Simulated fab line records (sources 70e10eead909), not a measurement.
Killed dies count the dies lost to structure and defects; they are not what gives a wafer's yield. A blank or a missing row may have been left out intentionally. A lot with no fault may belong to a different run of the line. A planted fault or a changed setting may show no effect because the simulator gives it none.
Chamber matching + flow nand_harc + NHARC_A_STAIRCASE_ALD_420 on ald_hk-01: 4 sister chambers
The step deposits SiO2, target thk 20 nm, pulse time 6 s, ald cycles 200. 20 wafers are shown with their chamber, then 10 later ones without.

## WAFERS PAIRED WITH THEIR CHAMBERS
| wafer  | chamber | heater_power_w (W) | precursor_pulse_height_rel |
|--------|---------|--------------------|----------------------------|
| L078.1 | 1       | 414                | 0.977                      |
| L078.2 | 0       | 457                | 0.998                      |
| L078.6 | 3       | 443                | 0.998                      |
| L082.1 | 1       | 417                | 1.034                      |
| L082.3 | 0       | 446                | 1.006                      |
| L082.6 | 0       | 452                | 1.017                      |
| L086.2 | 0       | 445                | 1.023                      |
| L086.4 | 3       | 442                | 1.019                      |
| L086.5 | 0       | 457                | 0.947                      |
| L087.4 | 0       | 434                | 0.958                      |
| L087.5 | 0       | 456                | 0.986                      |
| L087.6 | 3       | 425                | 1.018                      |
| L089.1 | 3       | 444                | 0.995                      |
| L089.5 | 3       | 453                | 0.996                      |
| L089.6 | 2       | 422                | 1.023                      |
| L088.3 | 3       | 442                | 0.984                      |
| L088.4 | 1       | 407                | 0.977                      |
| L088.6 | 3       | 435                | 1.002                      |
| L091.3 | 3       | 445                | 1.012                      |
| L091.5 | 0       | 431                | 1.009                      |

SIGNATURES (averages over the wafers above)
| reading                    | chamber 0 | chamber 1 | chamber 2 | chamber 3 | scatter within a chamber |
|----------------------------|-----------|-----------|-----------|-----------|--------------------------|
| heater_power_w             | 447.25    | 412.67    | 422.00    | 441.12    | 8.86                     |
| precursor_pulse_height_rel | 0.99300   | 0.99600   | 1.02300   | 1.00300   | 0.0231                   |
Rule: a wafer lies at a distance from a chamber equal to the root of the sum of squares, over the readings, of (its reading less the chamber's mean, divided by the reading's scatter). The wafer belongs to the nearest chamber; if the next one is less than 2 further off, it can't be placed. How the scatter is found: for the shown wafers, subtract from each reading the mean of its chamber, square and add these, divide the total by (wafers less chambers), then take the root.

## WAFERS WITHOUT THEIR CHAMBER
| wafer  | heater_power_w (W) | precursor_pulse_height_rel |
|--------|--------------------|----------------------------|
| L091.6 | 414                | 1.005                      |
| L090.1 | 440                | 1.008                      |
| L090.2 | 407                | 0.984                      |
| L090.3 | 445                | 1.016                      |
| L093.2 | 426                | 1.024                      |
| L093.4 | 403                | 1.017                      |
| L093.6 | 420                | 0.985                      |
| L092.1 | 412                | 1.024                      |
| L092.3 | 451                | 1.053                      |
| L092.4 | 436                | 0.989                      |

## WHICH CHAMBER EACH ONE RAN IN
| wafer  | from the rows above               | in truth |
|--------|-----------------------------------|----------|
| L091.6 | can't be placed: 1 or 2           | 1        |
| L090.1 | can't be placed: 3 or 0 or 2      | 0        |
| L090.2 | can't be placed: 1 or 2           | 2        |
| L090.3 | can't be placed: 3 or 0 or 2      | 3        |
| L093.2 | can't be placed: 2 or 1 or 3      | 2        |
| L093.4 | can't be placed: 1 or 2           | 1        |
| L093.6 | can't be placed: 1 or 2 or 3      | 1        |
| L092.1 | can't be placed: 2 or 1           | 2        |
| L092.3 | can't be placed: 3 or 0 or 2      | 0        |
| L092.4 | can't be placed: 3 or 0 or 2 or 1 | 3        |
Placed correctly: 0 of 10. Unplaceable from these rows: 10, with the true chamber sitting among the candidates in 10. Number placed wrongly: 0.
